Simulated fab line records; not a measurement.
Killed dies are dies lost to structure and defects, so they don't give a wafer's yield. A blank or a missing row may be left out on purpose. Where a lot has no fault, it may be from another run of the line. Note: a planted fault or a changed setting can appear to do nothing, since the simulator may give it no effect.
fab line records | flow nandHarc
record lots=5 wafers=15 lastDay=23
route steps=1159 shown P_BONDPAD@379 A_START@389 A_ZERO_WELL@390
lots that met no fault: from a run of the same line without faults
startH: hours from the record's opening day to when the first of the lot's shown wafers began | waitH: hours since the lot's step before | " as in the row above | L1.1+2: a row that stands for several wafers | - no value, or no start was given | * or withheld: withheld | < > ~ a bound
route shown NAME@n: NAME is a module with steps in the file, n the number in the route of the first one | usual: mean/standard deviation of fault-free wafers | same: alike in all rows | chamber/n: place in a boat | sites: per-site readings | _std_site: the values' standard deviation | _edge_site: the outer-site mean with the inner-site mean subtracted | radiusMm: how far each site lies from the wafer's centre | mask NAME#n: copy n | behind: the tool/chamber that last shaped the wafer | hold: what put the lot on hold/how long, in hours/how the hold closed | device: which transistor (n, p or np) failed to switch | end of line: at the end of the route, the tests of the same wafers | step lacking rows: just its recipe | killed: dies lost to structure and defects at the first sort, not the wafer's yield | map: the dies of a wafer, with x for killed, . for not killed, _ for no die there
set.NAME: the run value of the setting; set.NAME@STEP: its run value at that earlier step | model.NAME: the simulator's own value behind a step, which no gauge read
lots at some steps of the route; a table a step, a row a wafer
services: from which hour (startH, from the record's first day; less than 0 if before it) a tool's chamber was out of use, for how many hours, and why
## steps
# step NHARC_P_BONDPAD_ANNEAL_28
# recipe tempC=225 timeS=90
# usual wafer_temp_C_max=226.4/0.32
# columns lot.wafer tool chamber startH waitH wafer_temp_C_max
L075.1 rtpAnneal-01 0 145.12 - 226.0
L075.3 " 0 " " 226.1
L075.4 " 0 " " 226.1
L083.2 rtpAnneal-02 0 187.25 - 226.5
L083.3 " 0 " " 226.7
L083.6 " 0 " " 226.1
L086.1 rtpAnneal-01 0 208.12 0.3 227.1
L086.5 " 0 " " 226.6
L086.6 " 0 " " 226.2
L087.1 rtpAnneal-02 0 208.57 0.3 226.1
L087.3 " 0 " " 226.0
L087.6 " 0 " " 226.0
L093.2 rtpAnneal-01 0 247.49 - 226.0
L093.4 " 0 " " 225.9
L093.6 " 0 " " 226.3
# step NHARC_P_BONDPAD_CMP_19
# recipe tOverpolishS=30 cuRecessTouchS=16 targetThkNm=160.81
# usual motorCurrentA=11.6/1.2 overpolishRunS=30.000/0.009
# columns lot.wafer tool chamber startH waitH motorCurrentA overpolishRunS
L075.3 cmp-03 1 145.47 - 14.2 30.013
L075.1 " 2 " " 10.9 29.995
L075.4 " 0 " " 12.4 29.997
L083.3 cmp-03 1 187.62 - 14.1 30.008
L083.2 " 2 " " 11.0 30.022
L083.6 " 0 " " 12.0 29.993
L086.1 cmp-01 1 208.50 - 10.5 29.973
L086.6 " 0 " " 12.2 29.994
L086.5 " 1 " " 10.6 29.988
L087.3 cmp-04 2 208.95 - 12.7 29.988
L087.1 " 0 " " 9.5 30.001
L087.6 " 1 " " 10.3 30.002
L093.2 cmp-03 3 247.82 - 12.4 30.010
L093.4 " 0 " " 12.4 30.000
L093.6 " 2 " " 10.5 30.004
# step NHARC_P_BONDPAD_THK_MEAS_20
# recipe thkMeasGauge=xrf
# usual thkNm=160.8/1.3
# columns lot.wafer tool chamber startH waitH thkNm
L075.1 filmMetro-02 - 145.79 - 161.7
L075.3 " - " " 161.1
L075.4 " - " " 161.6
L083.2 filmMetro-01 - 187.89 - 161.6
L083.3 " - " " 159.7
L083.6 " - " " 162.3
L086.1 filmMetro-02 - 208.79 - 160.4
L086.5 " - " " 159.9
L086.6 " - " " 160.1
L087.1 filmMetro-01 - 209.24 - 159.0
L087.3 " - " " 160.2
L087.6 " - " " 160.3
L093.2 filmMetro-02 - 248.11 - 161.4
L093.4 " - " " 162.8
L093.6 " - " " 160.8
# step NHARC_P_BONDPAD_SRD_21
# recipe timeS=30 tempC=23 dryTimeS=20 spinRpm=1500
# same dryTimeS=20
# columns lot.wafer tool chamber startH waitH
L075.3+4+1 wetBench-10 1,3,5 145.83 0.0
L083.3+2+6 wetBench-10 2,6,7 187.93 0.0
L086.1+6+5 wetBench-10 5,0,2 208.83 0.0
L087.6+3+1 wetBench-08 6,7,1 209.29 0.0
L093.6+4+2 wetBench-08 6,0,1 248.16 0.0
# step NHARC_P_BONDPAD_INSPECT_23
# usual rawDefectCount=305/86
# columns lot.wafer tool chamber startH waitH rawDefectCount
L075.1 defectInspect-02 - 146.00 0.0 381
L075.3 " - " " 474
L075.4 " - " " 529
L083.2 defectInspect-01 - 188.11 0.0 388
L083.3 " - " " 447
L083.6 " - " " 242
L086.1 defectInspect-01 - 209.00 0.1 478
L086.5 " - " " 225
L086.6 " - " " 369
L087.1 defectInspect-01 - 209.45 0.0 240
L087.3 " - " " 474
L087.6 " - " " 150
L093.2 defectInspect-01 - 248.33 0.0 194
L093.4 " - " " 251
L093.6 " - " " 268
# step NHARC_P_BONDPAD_ACTIVATE_29
# recipe timeS=60 n2FlowSccm=200 arFlowSccm=0 biasPowerW=0 chemistry=N2
# usual drypumpMotorCurrentA=5.9/0.44 mfcArSccm=0.012/0.014 oesProductAu=0.997/0.0094 rfVppV=64.1/0.91 showerheadPlenumPTorr=1.77/0.06
# columns lot.wafer tool chamber startH waitH drypumpMotorCurrentA mfcArSccm oesProductAu rfHoursCounterH rfVppV showerheadPlenumPTorr
L075.3 rieDiel-12 2 146.06 0.1 6.2 0.020 0.987 11 64.9 1.86
L075.4 " 0 " " 6.3 0 1.003 11 63.3 1.71
L075.1 " 1 " " 5.1 0.036 1.015 11 63.7 1.74
L083.2 rieDiel-12 2 188.23 0.1 6.2 0.020 0.988 16 64.7 1.86
L083.3 " 0 " " 6.3 0 0.987 15 64.7 1.70
L083.6 " 2 " " 6.2 0.020 0.982 - 63.4 1.86
L086.1 rieDiel-05 3 209.10 0.1 5.7 0 0.978 16 63.5 1.70
L086.5 " 0 " " 5.9 0.001 0.984 - 63.6 1.73
L086.6 " 1 " " 5.3 0.025 0.993 - 63.0 1.69
L087.3 rieDiel-05 3 209.51 0.1 5.7 0 0.964 16 64.4 1.71
L087.1 " 2 " " 6.7 0.004 0.991 15 62.7 1.85
L087.6 " 0 " " 5.9 0.001 0.995 - 64.2 1.73
L093.2 rieDiel-12 3 248.39 0.1 6.0 0 0.992 4 64.2 1.79
L093.4 " 0 " " 6.3 0 0.980 2 64.7 1.70
L093.6 " 3 " " 5.9 0 0.988 - 64.5 1.79
# step NHARC_P_BONDPAD_PRECLEAN_30
# recipe timeS=300 tempC=23 chemistry=DIW
# columns lot.wafer tool chamber startH waitH
L075.3+1+4 wetBench-08 7,1,2 146.23 0.2
L083.2+6+3 wetBench-08 0,2,4 188.38 0.1
L086.5+6+1 wetBench-10 6,0,3 209.22 0.1
L087.6+3+1 wetBench-10 4,7,0 209.66 0.1
L093.4+2+6 wetBench-08 4,6,0 248.56 0.1
# step NHARC_P_BONDPAD_SRD_31
# recipe timeS=30 tempC=23 dryTimeS=20 spinRpm=1500
# same dryTimeS=20
# columns lot.wafer tool chamber startH waitH
L075.3+1+4 wetBench-08 7,1,2 - -
L083.2+6+3 wetBench-08 0,2,4 - -
L086.5+6+1 wetBench-10 6,0,3 - -
L087.6+3+1 wetBench-10 4,7,0 - -
L093.4+2+6 wetBench-08 4,6,0 - -
# step NHARC_A_START_INSPECT_01
# usual rawDefectCount=3.4/1.9
# columns lot.wafer tool chamber startH waitH rawDefectCount
L075.1 defectInspect-01 - 146.46 - 3
L075.3 " - " " 5
L075.4 " - " " 6
L083.2 defectInspect-01 - 188.62 - 2
L083.3 " - " " 7
L083.6 " - " " 2
L086.1 defectInspect-02 - 209.47 - 5
L086.5 " - " " 6
L086.6 " - " " 0
L087.1 defectInspect-02 - 209.91 - 3
L087.3 " - " " 3
L087.6 " - " " 3
L093.2 defectInspect-01 - 248.80 - 3
L093.4 " - " " 3
L093.6 " - " " 3
# step NHARC_A_ZERO_WELL_PRECLEAN_00
# recipe timeS=600 tempC=120 chemistry=SPM
# columns lot.wafer tool chamber startH waitH
L075.4+3+1 wetBench-01 6,1,3 146.55 0.1
L083.3+6+2 wetBench-01 5,6,0 188.70 0.1
L086.5+6+1 wetBench-02 3,4,6 209.56 0.1
L087.1+6+3 wetBench-06 2,3,5 210.00 0.1
L093.4+2+6 wetBench-02 1,2,3 248.89 0.1
# step NHARC_A_ZERO_WELL_SRD_01
# columns lot.wafer tool chamber startH waitH
L075.4+3+1 wetBench-01 6,1,3 - -
L083.3+6+2 wetBench-01 5,6,0 - -
L086.5+6+1 wetBench-02 3,4,6 - -
L087.1+6+3 wetBench-06 2,3,5 - -
L093.4+2+6 wetBench-02 1,2,3 - -
# step NHARC_A_ZERO_WELL_DEHYDRATE_02
# recipe tempC=150 timeS=120
# usual plateTempC=150.01/0.14 resistLineTempC=23.00/0.12
# columns lot.wafer tool chamber startH waitH plateTempC resistLineTempC
L075.1 lithoTrack-05 0 146.86 - 150.28 22.89
L075.3 " 0 " " 149.97 23.01
L075.4 " 0 " " 150.19 22.78
L083.2 lithoTrack-02 0 189.01 - 150.13 23.06
L083.3 " 0 " " 150.00 23.00
L083.6 " 0 " " 150.00 22.83
L086.1 lithoTrack-03 0 209.87 - 149.72 22.97
L086.5 " 0 " " 149.77 22.79
L086.6 " 0 " " 149.65 22.76
L087.1 lithoTrack-02 0 210.31 - 149.99 22.93
L087.3 " 0 " " 149.96 23.23
L087.6 " 0 " " 149.88 23.02
L093.2 lithoTrack-03 0 249.20 - 149.76 22.88
L093.4 " 0 " " 149.92 22.88
L093.6 " 0 " " 149.87 22.71
# step NHARC_A_ZERO_WELL_HMDS_03
# recipe timeS=30
# usual resistLineTempC=23.00/0.11
# columns lot.wafer tool chamber startH waitH resistLineTempC
L075.1 lithoTrack-05 0 - - 23.20
L075.3 " 0 " " 23.03
L075.4 " 0 " " 22.81
L083.2 lithoTrack-02 0 - - 23.04
L083.3 " 0 " " 23.10
L083.6 " 0 " " 23.15
L086.1 lithoTrack-03 0 - - 22.82
L086.5 " 0 " " 22.90
L086.6 " 0 " " 22.93
L087.1 lithoTrack-02 0 - - 22.90
L087.3 " 0 " " 23.05
L087.6 " 0 " " 22.84
L093.2 lithoTrack-03 0 - - 22.95
L093.4 " 0 " " 23.08
L093.6 " 0 " " 22.93
# step NHARC_A_ZERO_WELL_COAT_18
# recipe tempC=200 timeS=65
# usual plateTempC=200.02/0.16 resistLineTempC=22.99/0.11
# columns lot.wafer tool chamber startH waitH plateTempC resistLineTempC
L075.1 lithoTrack-05 0 - - 199.90 22.99
L075.3 " 0 " " 199.93 23.05
L075.4 " 0 " " 199.93 22.87
L083.2 lithoTrack-02 0 - - 200.15 22.94
L083.3 " 0 " " 200.16 22.90
L083.6 " 0 " " 199.95 22.86
L086.1 lithoTrack-03 0 - - 200.10 22.65
L086.5 " 0 " " 199.84 22.94
L086.6 " 0 " " 200.17 22.79
L087.1 lithoTrack-02 0 - - 200.08 23.11
L087.3 " 0 " " 200.31 23.04
L087.6 " 0 " " 200.06 23.10
L093.2 lithoTrack-03 0 - - 199.77 22.91
L093.4 " 0 " " 200.07 22.99
L093.6 " 0 " " 200.01 22.82
# step NHARC_A_ZERO_WELL_COAT_04
# recipe spinRpm=2000 resistThkNm=600
# usual dispensePressureKPa=47/3 resistLineTempC=23.00/0.12
# columns lot.wafer tool chamber startH waitH dispensePressureKPa resistLineTempC
L075.1 lithoTrack-05 0 - - 49 22.88
L075.3 " 0 " " 49 22.93
L075.4 " 0 " " 49 23.06
L083.2 lithoTrack-02 0 - - 42 22.87
L083.3 " 0 " " 42 23.00
L083.6 " 0 " " 42 22.87
L086.1 lithoTrack-03 0 - - 48 22.92
L086.5 " 0 " " 48 22.99
L086.6 " 0 " " 48 22.90
L087.1 lithoTrack-02 0 - - 42 23.15
L087.3 " 0 " " 42 23.03
L087.6 " 0 " " 42 23.11
L093.2 lithoTrack-03 0 - - 48 22.94
L093.4 " 0 " " 48 22.97
L093.6 " 0 " " 48 22.81
# step NHARC_A_ZERO_WELL_SOFTBAKE_05
# recipe tempC=125 timeS=70
# usual plateTempC=124.99/0.15 resistLineTempC=22.99/0.1
# columns lot.wafer tool chamber startH waitH plateTempC resistLineTempC
L075.1 lithoTrack-05 0 - - 125.41 23.04
L075.3 " 0 " " 125.04 23.09
L075.4 " 0 " " 125.20 22.81
L083.2 lithoTrack-02 0 - - 125.03 23.00
L083.3 " 0 " " 124.97 22.94
L083.6 " 0 " " 124.84 23.00
L086.1 lithoTrack-03 0 - - 124.90 23.06
L086.5 " 0 " " 125.03 22.88
L086.6 " 0 " " 124.80 22.91
L087.1 lithoTrack-02 0 - - 124.91 22.95
L087.3 " 0 " " 125.22 23.15
L087.6 " 0 " " 125.08 23.01
L093.2 lithoTrack-03 0 - - 124.73 22.99
L093.4 " 0 " " 125.05 22.98
L093.6 " 0 " " 124.96 22.95
# step NHARC_A_ZERO_WELL_EBR_06
# usual resistLineTempC=23.01/0.093
# columns lot.wafer tool chamber startH waitH resistLineTempC
L075.1 lithoTrack-05 0 - - 22.88
L075.3 " 0 " " 22.95
L075.4 " 0 " " 22.88
L083.2 lithoTrack-02 0 - - 22.90
L083.3 " 0 " " 22.93
L083.6 " 0 " " 22.96
L086.1 lithoTrack-03 0 - - 23.05
L086.5 " 0 " " 22.95
L086.6 " 0 " " 22.85
L087.1 lithoTrack-02 0 - - 23.04
L087.3 " 0 " " 23.07
L087.6 " 0 " " 22.95
L093.2 lithoTrack-03 0 - - 22.96
L093.4 " 0 " " 22.97
L093.6 " 0 " " 22.98
# step NHARC_A_ZERO_WELL_EXPOSE_07
# recipe na=0.55 doseMj=33.85 maskId=A_ZERO
# columns lot.wafer tool chamber startH waitH mask
L075.1+3+4 krfScanner-01 0 147.15 - A_ZERO#0
L083.2+3+6 krfScanner-01 0 189.31 - A_ZERO#0
L086.1+5+6 krfScanner-01 0 210.60 - A_ZERO#0
L087.1+3+6 krfScanner-01 0 210.64 - A_ZERO#0
L093.2+4+6 krfScanner-04 0 249.37 - A_ZERO#0
# step NHARC_A_ZERO_WELL_PEB_08
# recipe pebTempC=128 pebTimeS=80
# usual plateTempC=128.01/0.15 resistLineTempC=23.02/0.12
# columns lot.wafer tool chamber startH waitH plateTempC resistLineTempC
L075.1 lithoTrack-05 0 147.22 0.1 128.14 22.77
L075.3 " 0 " " 128.00 23.03
L075.4 " 0 " " 127.99 22.88
L083.2 lithoTrack-03 0 189.37 0.1 127.93 22.87
L083.3 " 0 " " 128.07 22.95
L083.6 " 0 " " 128.10 23.01
L086.1 lithoTrack-03 0 210.67 0.1 128.04 22.75
L086.5 " 0 " " 128.18 22.92
L086.6 " 0 " " 128.32 22.87
L087.1 lithoTrack-02 0 210.70 0.1 128.09 23.11
L087.3 " 0 " " 127.76 23.10
L087.6 " 0 " " 127.99 23.15
L093.2 lithoTrack-05 0 249.43 0.1 128.20 23.09
L093.4 " 0 " " 128.16 23.05
L093.6 " 0 " " 128.02 23.22
## services
# columns tool chamber startH hours kind
krfScanner-04 - 126.00 4.0 pm
rieDiel-05 - 128.15 0.9 repair
wetBench-06 - 129.60 8.0 pm
krfScanner-04 - 130.26 0.4 repair
cmp-03 - 150.08 9.8 repair
cmp-04 - 156.08 0.4 repair
cmp-03 - 159.89 4.0 pm
rieDiel-05 - 164.57 9.0 pm
lithoTrack-02 - 165.01 7.0 pm
cmp-03 - 174.38 4.3 repair
cmp-01 - 179.77 4.0 pm
wetBench-02 - 180.00 8.0 pm
cmp-03 - 201.33 1.0 repair
rieDiel-12 - 202.40 9.0 pm
cmp-04 - 203.10 4.0 pm
lithoTrack-03 - 213.00 7.0 pm
wetBench-01 - 213.60 8.0 pm
wetBench-08 - 230.45 8.0 pm
rieDiel-05 2 232.68 11.8 repair
lithoTrack-05 - 237.00 7.0 pm
rieDiel-05 3 238.63 4.1 repair
rieDiel-05 1 240.59 11.9 repair
rieDiel-12 0 241.27 6.4 repair
wetBench-10 - 247.20 8.0 pm
## key
fault none
